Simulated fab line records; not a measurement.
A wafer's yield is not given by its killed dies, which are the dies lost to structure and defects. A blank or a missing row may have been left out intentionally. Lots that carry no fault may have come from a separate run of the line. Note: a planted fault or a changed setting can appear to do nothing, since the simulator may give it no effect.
Comparing a struck lot with a sound one | flow n5-finfet | 38 out of 1938 route steps
Sound: the wafers L777.1, L777.2, L777.4. Wafers L768.1, L768.4, L768.5 were the ones struck. The cause comes at the end.
Per side, at each step with rows, come the tool, then ch with its chambers, and then its first start. Under that, the readings that differ: sound wafers | struck wafers | difference of the means | sigmas: that difference in standard deviations of wafers without a fault.
alike: same words and numbers on both sides, and readings whose means sit less than 2 such deviations apart. not compared: any withheld reading, any reading some wafer has no value for, any bound like >300 that may hide the same value, and any number with overlapping values for which the record gives no deviation.
Wherever a step has rows on one side only, a row that says differs or no value, or a row with sigmas, the two part there. Numbers that have no deviation but don't overlap get no sigmas and don't part them. A reading that every wafer of one side lacks parts them only if that side has two wafers or more.

first, 11 steps without rows for these wafers: N5_MOL_CONTACT_COAG_STRIP_107 (strips in N2/H2); N5_MOL_CONTACT_COAG_STRIP_108 (strips in N2/H2); N5_MOL_CONTACT_COAG_CONTACT_ETCH_14 (etches SiO2 in C4F6/O2, target depth 27.5 nm, overetch 8.5 nm, time 20 s); N5_MOL_CONTACT_COAG_STRIP_109 (strips in C4F6/O2); N5_MOL_CONTACT_COAG_ETCH_15 (etches SiNx in CH3F/O2, stops on Si:P, target depth 7 nm); N5_MOL_CONTACT_COAG_ETCH_110 (etches Si in CF4/O2, target depth 2.5 nm, time 8 s); N5_MOL_CONTACT_COAG_STRIP_98 (strips in N2/H2); N5_MOL_CONTACT_COAG_IMPLANT_129; N5_MOL_CONTACT_COAG_PRECLEAN_111 (cleans in NF3:NH3, afs cycles 1, time 20 s, sublimation time 60 s); N5_MOL_CONTACT_COAG_TI_SIL_19 (material Ti, target thk 4.2 nm, time 15 s); N5_MOL_CONTACT_COAG_ALD_20 (deposits TiN, target thk 1.5 nm, pulse time 1 s, purge time 3 s).
N5_MOL_CONTACT_COAG_SIL_ANNEAL_21: time 60 s.
  sound on rtp-anneal-02 ch 0, day 10 04:27; struck on rtp-anneal-02, day 7 22:52
  no value came back on the struck wafers for lamp-power-pct (%), lamp_zone_1_pct (%), wafer_temp_C_max; on the sound wafers lamp-power-pct (%) reads 6.0 6.0 6.0
then, 24 steps without rows for these wafers: N5_MOL_CONTACT_COAG_PRE_CLEAN_141 (time 60 s); N5_MOL_CONTACT_COAG_SPUTTER_143 (material Co, target thk 2.5 nm); N5_MOL_CONTACT_COAG_CO_FILL_22 (material Co, precursor CCTBA/H2, target thk 20 nm); N5_MOL_CONTACT_COAG_ANNEAL_113 (time 300 s); N5_MOL_CONTACT_COAG_PRE_CLEAN_142 (time 60 s); N5_MOL_CONTACT_COAG_SPUTTER_130 (material Co, target thk 47.5 nm); N5_MOL_CONTACT_COAG_PRECLEAN_125 (cleans in DIW, time 57.5 s); N5_MOL_CONTACT_COAG_SRD_126 (dry time 32 s); N5_MOL_CONTACT_COAG_CMP_23 (polishes, stops on SiO2, t overpolish 1.5 s, target thk 0 nm); N5_MOL_CONTACT_COAG_WET_ETCH_26 (target Co, target depth 13 nm); N5_MOL_CONTACT_COAG_WET_ETCH_116 (etches the open film in SC1-inhibited, target depth 4.6 nm, rinse time 30 s); N5_MOL_CONTACT_COAG_ALD_27 (deposits SiOC, target thk 17 nm, pulse time 1.5 s, time 2720 s); N5_MOL_CONTACT_COAG_CMP_28 (polishes, stops on SiNx, t overpolish 0.85 s, target thk 14.522 nm); N5_MOL_CONTACT_COAG_ALD_123 (deposits SiNx, target thk 5 nm, pulse time 1 s, purge time 2 s); N5_MOL_CONTACT_COAG_PECVD_31 (deposits SiO2 from TEOS/O2, target thk 46 nm, time 8.9 s); N5_MOL_CONTACT_COAG_COAT_75 (time 60 s, resist thk 60 nm); N5_MOL_CONTACT_COAG_COAT_76 (time 60 s, resist thk 10 nm); N5_MOL_CONTACT_COAG_COAT_77 (time 60 s, resist thk 10 nm); N5_MOL_CONTACT_COAG_COAT_78 (resist thk 40 nm); N5_MOL_CONTACT_COAG_EBR_80; N5_MOL_CONTACT_COAG_SOFTBAKE_79 (time 60 s); N5_MOL_CONTACT_COAG_EXPOSE_81 (exposes mask VG, defocus 0 nm); N5_MOL_CONTACT_COAG_PEB_82 (peb time 60 s); N5_MOL_CONTACT_COAG_DEVELOP_83 (develop time 30 s).
-- record jumps: 4 days separate the struck wafers' starts on either side; left off in module MOL_CONTACT_COAG, taken up again in module BEOL_M4, whose first shown step is the route's number 1111 --
N5_BEOL_M4_RC_MEAS_101:
  sound on prober-01 ch 0, day 13 20:00; struck on prober-01 ch 0, day 11 16:16
  reading             | sound             | struck            | difference | sigmas
  ION_N (uA/um)       | 674 680 677       | 637 634 620       | -47        | -4
  ION_P (uA/um)       | 461 463 466       | 445 444 437       | -21        | -3
  RC_DENSE_N (ohm.um) | 19.4 19.9 19.2    | 71.0 69.2 70.1    | +50.6      | +99 or more
  RC_DENSE_P (ohm.um) | 24.2 25.2 24.1    | 88.6 86.9 88.0    | +63.3      | +99 or more
  RC_N (ohm.um)       | 15.7 16.1 15.8    | 58.2 56.8 58.0    | +41.8      | +99 or more
  RC_P (ohm.um)       | 19.7 20.3 19.6    | 71.5 70.0 71.3    | +51.1      | +99 or more
  REXT_N (ohm.um)     | 76.4 76.0 76.7    | 109.9 110.8 111.1 | +34.2      | +19
  REXT_P (ohm.um)     | 103.8 104.2 103.6 | 146.7 144.4 146.6 | +42.0      | +16
  alike: DIBL_N, DIBL_P, IOFF_N, IOFF_P, SS_N, SS_P, VT_N, VT_P
-- the record jumps here: 5 days lie between the struck wafers' starts before and after (it left off in module BEOL_M4 and takes up again in module PASSIVATION, whose first step shown is number 1936 of the route) --
N5_PASSIVATION_PROBE_49:
  sound: prober-02 at day 17 18:07; struck: prober-02 at day 16 04:32
  reading              | sound          | struck          | difference | sigmas
  sort_bin_8_speed (%) | 0 0 0          | 0.17 1.78 22.12 | +8.02      | +99 or more
  sort-n-pass          | 1085 1083 1067 | 1096 1065 808   | -89        | -6
  sort-yield-pct (%)   | 91.9 91.8 90.4 | 92.9 90.3 68.5  | -7.5       | -6
  alike: defect-limited-yield, killed_at_M0_to_M3, killed_at_M4_up, killed-at-contacts, killed-at-front-end, killed-at-other, killed-dies, killed-open, killed-short, sort_bin_5_function, sort_bin_6_memory

## WHERE THEY PART
At N5_MOL_CONTACT_COAG_SIL_ANNEAL_21 first; at N5_PASSIVATION_PROBE_49 last (within this record only).

WHY: what the simulator had put in
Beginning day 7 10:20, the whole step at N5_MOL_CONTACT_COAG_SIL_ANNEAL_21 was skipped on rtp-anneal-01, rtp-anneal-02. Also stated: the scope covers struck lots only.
